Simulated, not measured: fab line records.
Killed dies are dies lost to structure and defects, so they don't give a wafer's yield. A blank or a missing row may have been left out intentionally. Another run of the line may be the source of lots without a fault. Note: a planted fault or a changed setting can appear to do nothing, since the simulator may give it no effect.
Chamber matching | flow nandHarc | NHARC_A_BONDPAD_DESCUM_11 on rieDiel-03 has 4 sister chambers
The step chemistry O2, time 3 s. 4 wafers are shown with their chamber, then 12 later ones without.

== WAFERS, EACH WITH ITS CHAMBER ==
wafer  | chamber | drypumpMotorCurrentA (A)
L091.5 | 0       | 5.37
L093.1 | 3       | 5.59
L093.3 | 2       | 6.03
L093.6 | 1       | 5.63

== WAFERS MISSING THEIR CHAMBER ==
wafer  | drypumpMotorCurrentA (A)
L094.1 | 5.38
L094.3 | 5.66
L094.4 | 6.01
L096.1 | 5.62
L096.2 | 5.37
L096.6 | 5.37
L096.3 | 5.68
L096.4 | 6.02
L096.5 | 5.63
L095.1 | 5.68
L095.2 | 5.64
L095.3 | 6.03

== EACH ONE'S CHAMBER ==
wafer  | from the rows above     | in truth
L094.1 | 0                       | 0
L094.3 | can't be placed: 1 or 3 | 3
L094.4 | 2                       | 2
L096.1 | can't be placed: 1 or 3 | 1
L096.2 | 0                       | 0
L096.6 | 0                       | 0
L096.3 | can't be placed: 1 or 3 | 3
L096.4 | 2                       | 2
L096.5 | can't be placed: 1 or 3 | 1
L095.1 | can't be placed: 1 or 3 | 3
L095.2 | can't be placed: 1 or 3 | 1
L095.3 | 2                       | 2
Correct placement for 6 of the 12. Unplaceable from these rows: 6, with the true chamber sitting among the candidates in 6. Placed wrongly: 0.
How it was worked out, from the rows above alone: a wafer's distance from a chamber is the root of the sum, over the readings, of the square of ((its reading less the chamber's mean) divided by the reading's scatter). If the next closest chamber is less than 2 further off than the closest, the wafer can't be placed; otherwise it belongs to the closest. Each chamber's mean is taken over the wafers shown for it. The scatter: root of mean squared gap, hidden wafer to nearest shown wafer, with one shown wafer a chamber.
